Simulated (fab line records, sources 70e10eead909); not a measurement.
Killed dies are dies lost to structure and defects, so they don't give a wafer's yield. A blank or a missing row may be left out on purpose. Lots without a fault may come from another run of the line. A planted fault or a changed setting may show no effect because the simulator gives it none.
Which tool did it? | flow nand_harc | 13 lots, 39 wafers sampled, at 5 steps of a route of 1302

WHAT THE GAUGES READ, wafer by wafer
NHARC_THIN_TSV_THK_MEAS_02: measures by ir. Usual: thk_nm 2997 nm, standard deviation 200.
lot  | measured     | on            | thk_nm (nm)    | flag
L400 | day 23 21:35 | film_metro-02 | 2953 2979 2975 |
L403 | day 24 17:06 | film_metro-01 | 2724 2983 2790 |
L402 | day 24 19:29 | film_metro-02 | 3161 2951 3219 |
L401 | day 24 18:23 | film_metro-02 | 3059 2849 3002 |
L408 | day 27 08:27 | film_metro-02 | 3138 3015 3022 |
L411 | day 28 04:19 | film_metro-02 | 2745 2808      |
L412 | day 28 09:53 | film_metro-02 | 3212 3111 2950 |
L416 | day 30 08:37 | film_metro-02 | 3074 3020 2917 |
L418 | day 31 05:35 | film_metro-02 | 3030 3089 3072 |
L417 | day 31 06:47 | film_metro-02 | 3142 3125 3294 |
L421 | day 33 01:52 | film_metro-01 | 2852 3161 2744 |
L423 | day 33 09:52 | film_metro-01 | 3196 3417 2853 |
L422 | day 33 21:54 | film_metro-01 | 2579 3209 2947 |

NHARC_END_SORT_01. Usual: defect_limited_yield 91.5 %, standard deviation 2.4; killed_at_array 52, standard deviation 17; killed_at_other 0.9, standard deviation 1.2; killed_at_periphery 3.9, standard deviation 2.7; killed_dies 57, standard deviation 16; killed_open 3.3, standard deviation 1.9; killed_short 2.5, standard deviation 1.5; sort_bin_2_pct 3.0 %, standard deviation 1.2; sort_bin_3_pct 0.6 %, standard deviation 0.34; sort_bin_4_pct 4.8 %, standard deviation 1.3; sort_n_pass 620, standard deviation 16; sort_rim_yield_pct 89 %, standard deviation 4.3; sort_yield_pct 91.5 %, standard deviation 2.4.
lot  | measured     | on        | defect_limited_yield (%) | killed_at_array | killed_at_other | killed_at_periphery | killed_dies | killed_open | killed_short | sort_bin_2_pct (%) | sort_bin_3_pct (%) | sort_bin_4_pct (%) | sort_n_pass | sort_rim_yield_pct (%) | sort_yield_pct (%) | flag
L400 | day 24 14:31 | prober-01 | 88.9 87.7 87.9           | 75 81 80        | 0 1 1           | 0 1 1               | 75 83 82    | 0 6 1       | 4 1 6        | 3.7 4.4 3.7        | 0.9 0.6 1.0        | 6.5 7.2 7.4        | 602 594 595 | 80 75 78               | 88.9 87.7 87.9     |
L403 | day 25 09:59 | prober-02 | 91.0 91.9 91.3           | 58 52 50        | 1 1 1           | 2 2 8               | 61 55 59    | 3 5 3       | 2 3 5        | 2.8 3.5 2.7        | 1.0 0.1 0.7        | 5.2 4.4 5.3        | 616 622 618 | 81 90 87               | 91.0 91.9 91.3     |
L402 | day 25 16:59 | prober-02 | 90.8 88.3 88.0           | 59 76 80        | 0 0 0           | 3 3 1               | 62 79 81    | 2 2 2       | 1 2 4        | 4.1 4.3 5.2        | 0.7 0.9 0.4        | 4.3 6.5 6.4        | 615 598 596 | 94 93 89               | 90.8 88.3 88.0     |
L401 | day 25 10:02 | prober-01 | 86.3 88.2 86.7           | 87 75 87        | 0 0 0           | 6 5 3               | 93 80 90    | 8 3 3       | 3 1 2        | 5.2 4.6 5.5        | 1.0 1.3 0.6        | 7.5 5.9 7.2        | 584 597 587 | 90 86 93               | 86.3 88.2 86.7     |
L408 | day 27 23:51 | prober-02 | 93.9 95.6 93.1           | 40 27 44        | 0 0 1           | 1 3 2               | 41 30 47    | 1 2 2       | 2 3 3        | 1.9 1.8 2.2        | 0.3 0.1 0.3        | 3.8 2.5 4.4        | 636 647 630 | 88 89 89               | 93.9 95.6 93.1     |
L411 | day 28 22:32 | prober-01 | 0 90.0 91.4              | 674 67 50       | 0 0 2           | 3 1 6               | 677 68 58   | 4 2 4       | 4 0 3        | 95.3 4.6 3.1       | 0.6 0.4 0.4        | 4.1 5.0 5.0        | 0 609 619   | 0 92 87                | 0 90.0 91.4        | OFF
L412 | day 29 06:17 | prober-02 | 94.2 94.2 93.1           | 25 30 37        | 2 1 3           | 12 8 7              | 39 39 47    | 3 2 6       | 2 2 1        | 2.2 2.1 3.2        | 0.1 0.9 0.7        | 3.4 2.8 3.0        | 638 638 630 | 91 88 83               | 94.2 94.2 93.1     |
L416 | day 31 00:43 | prober-01 | 92.9 91.0 93.8           | 42 54 39        | 2 1 0           | 4 6 3               | 48 61 42    | 3 6 3       | 5 2 0        | 1.9 3.7 1.9        | 0.6 0.6 0.1        | 4.6 4.7 4.1        | 629 616 635 | 87 85 91               | 92.9 91.0 93.8     |
L418 | day 31 21:22 | prober-01 | 89.4 90.3 90.8           | 66 54 53        | 0 0 1           | 6 12 8              | 72 66 62    | 7 6 6       | 3 2 2        | 3.2 3.0 3.4        | 1.3 1.2 0.7        | 6.1 5.6 5.0        | 605 611 615 | 84 90 86               | 89.4 90.3 90.8     |
L417 | day 31 22:09 | prober-02 | 91.9 88.3 90.7           | 52 75 61        | 0 1 1           | 3 3 1               | 55 79 63    | 3 2 6       | 0 1 1        | 2.2 3.4 2.7        | 0.4 0.6 0.9        | 5.5 7.7 5.8        | 622 598 614 | 90 90 89               | 91.9 88.3 90.7     |
L421 | day 33 21:41 | prober-02 | 95.7 93.2 93.9           | 24 45 37        | 0 0 0           | 5 1 4               | 29 46 41    | 2 2 7       | 2 3 2        | 1.2 1.5 1.9        | 1.0 1.0 0.6        | 2.1 4.3 3.5        | 648 631 636 | 88 89 87               | 95.7 93.2 93.9     |
L423 | day 34 14:47 | prober-01 | 88.8 90.4 90.0           | 73 65 65        | 0 0 0           | 3 0 3               | 76 65 68    | 3 2 5       | 7 4 3        | 4.7 3.1 4.3        | 0.6 0.4 0.4        | 5.9 6.1 5.3        | 601 612 609 | 82 79 83               | 88.8 90.4 90.0     |
L422 | day 34 21:46 | prober-01 | 91.9 92.3 92.9           | 53 49 46        | 0 0 0           | 2 3 2               | 55 52 48    | 3 3 1       | 3 4 0        | 2.7 2.1 3.4        | 0.4 0.7 0.4        | 5.0 4.9 3.2        | 622 625 629 | 82 84 84               | 91.9 92.3 92.9     |

WHICH TOOL RAN EACH LOT (tool, then ch and the chambers of the sampled wafers, then the start)
lot  | NHARC_A_BONDPAD_PVD_27       | NHARC_THIN_TSV_PRE_CLEAN_50             | NHARC_THIN_TSV_ANNEAL_52
L400 | pvd_sputter-03, day 23 08:46 | pvd_sputter-02, day 24 02:52 or earlier | rtp_anneal-01 ch 0, day 24 02:52
L403 | pvd_sputter-01, day 24 04:15 | pvd_sputter-01, day 24 22:19 or earlier | rtp_anneal-01 ch 0, day 24 22:19
L402 | pvd_sputter-03, day 24 04:45 | pvd_sputter-02, day 25 00:32 or earlier | rtp_anneal-01 ch 0, day 25 00:32
L401 | pvd_sputter-02, day 24 06:01 | pvd_sputter-03, day 24 23:41 or earlier | rtp_anneal-02 ch 0, day 24 23:41
L408 | pvd_sputter-03, day 26 16:22 | pvd_sputter-01, day 27 13:45 or earlier | rtp_anneal-01 ch 0, day 27 13:45
L411 | pvd_sputter-03, day 27 15:43 | pvd_sputter-01, day 28 09:18 or earlier | rtp_anneal-01 ch 0, day 28 09:18
L412 | pvd_sputter-01, day 27 19:57 | pvd_sputter-02, day 28 14:57 or earlier | rtp_anneal-01 ch 0, day 28 14:57
L416 | pvd_sputter-01, day 29 18:20 | pvd_sputter-02, day 30 13:38 or earlier | rtp_anneal-01 ch 0, day 30 13:38
L418 | pvd_sputter-01, day 30 15:52 | pvd_sputter-03, day 31 10:28 or earlier | rtp_anneal-02 ch 0, day 31 10:28
L417 | pvd_sputter-03, day 30 18:55 | pvd_sputter-01, day 31 11:51 or earlier | rtp_anneal-01 ch 0, day 31 11:51
L421 | pvd_sputter-02, day 32 12:42 | pvd_sputter-02, day 33 07:08 or earlier | rtp_anneal-02 ch 0, day 33 07:08
L423 | pvd_sputter-02, day 32 19:55 | pvd_sputter-02, day 33 15:10 or earlier | rtp_anneal-01 ch 0, day 33 15:10
L422 | pvd_sputter-03, day 33 05:28 | pvd_sputter-02, day 34 03:03 or earlier | rtp_anneal-02 ch 0, day 34 03:03
- NHARC_A_BONDPAD_PVD_27: deposits Cu, target thk 30 nm, time 20.49 s.
- NHARC_THIN_TSV_PRE_CLEAN_50: time 30 s.
- NHARC_THIN_TSV_ANNEAL_52: time 90 s.

WHAT THE TOOLS THEMSELVES READ (means of the sampled wafers that have a number; where no wafer has one, the mark that the record gives instead)
NHARC_A_BONDPAD_PVD_27. Usual: throttle_valve_pct 29.9 %, standard deviation 1.1.
lot  | tool           | throttle_valve_pct (%) | flag
L400 | pvd_sputter-03 | 29.5                   |
L403 | pvd_sputter-01 | 29.6                   |
L402 | pvd_sputter-03 | 30.1                   |
L401 | pvd_sputter-02 | 29.9                   |
L408 | pvd_sputter-03 | 29.9                   |
L411 | pvd_sputter-03 | 29.9                   |
L412 | pvd_sputter-01 | 29.2                   |
L416 | pvd_sputter-01 | 29.7                   |
L418 | pvd_sputter-01 | 29.9                   |
L417 | pvd_sputter-03 | 29.3                   |
L421 | pvd_sputter-02 | 30.8                   |
L423 | pvd_sputter-02 | 30.2                   |
L422 | pvd_sputter-03 | 29.1                   |

NHARC_THIN_TSV_PRE_CLEAN_50. Usual: heater_power_w 410 W, standard deviation 50.
lot  | tool           | heater_power_w (W) | flag
L400 | pvd_sputter-02 | 386                |
L403 | pvd_sputter-01 | 401                |
L402 | pvd_sputter-02 | 394                |
L401 | pvd_sputter-03 | 461                |
L408 | pvd_sputter-01 | 500                |
L411 | pvd_sputter-01 | 422                |
L412 | pvd_sputter-02 | 426                |
L416 | pvd_sputter-02 | 382                |
L418 | pvd_sputter-03 | 403                |
L417 | pvd_sputter-01 | 454                |
L421 | pvd_sputter-02 | 407                |
L423 | pvd_sputter-02 | 405                |
L422 | pvd_sputter-02 | 403                |

NHARC_THIN_TSV_ANNEAL_52. Usual: wafer_temp_C_max 226.18, standard deviation 0.27.
lot  | tool          | wafer_temp_C_max | flag
L400 | rtp_anneal-01 | 226.28           |
L403 | rtp_anneal-01 | 226.12           |
L402 | rtp_anneal-01 | 226.08           |
L401 | rtp_anneal-02 | 226.52           |
L408 | rtp_anneal-01 | 226.18           |
L411 | rtp_anneal-01 | 225.91           |
L412 | rtp_anneal-01 | 226.16           |
L416 | rtp_anneal-01 | 226.07           |
L418 | rtp_anneal-02 | 226.22           |
L417 | rtp_anneal-01 | 226.14           |
L421 | rtp_anneal-02 | 226.28           |
L423 | rtp_anneal-01 | 226.13           |
L422 | rtp_anneal-02 | 226.47           |

THE ANSWER, worked out from the rows above alone
Rule: a lot is off if the mean of its wafers that have a number lies more than 3 standard deviations from the usual mean. A lot without any number at a reading at which 4 lots or more have one is off too. The other lots that the step has rows for count as sound. The gauges are gone through in route order, then the tools' own readings, and for those a lot's mean is taken as printed above. The first step at which some lot is off is used, and at that step the reading that is off furthest; a lot without a number counts as furthest.
Off: L411, at NHARC_END_SORT_01 (sort_bin_2_pct).
A tool fits if, at a process step before that reading, it ran every lot that is off, and no sound lot after the first of them. The gauges at NHARC_END_SORT_01 are tried like those tools. NHARC_THIN_TSV_PRE_CLEAN_50 gives no start for some lots, so the hours and the order of its lots are those of NHARC_THIN_TSV_ANNEAL_52. None of those tried fits.

WHAT THE SIMULATOR HAD PUT IN
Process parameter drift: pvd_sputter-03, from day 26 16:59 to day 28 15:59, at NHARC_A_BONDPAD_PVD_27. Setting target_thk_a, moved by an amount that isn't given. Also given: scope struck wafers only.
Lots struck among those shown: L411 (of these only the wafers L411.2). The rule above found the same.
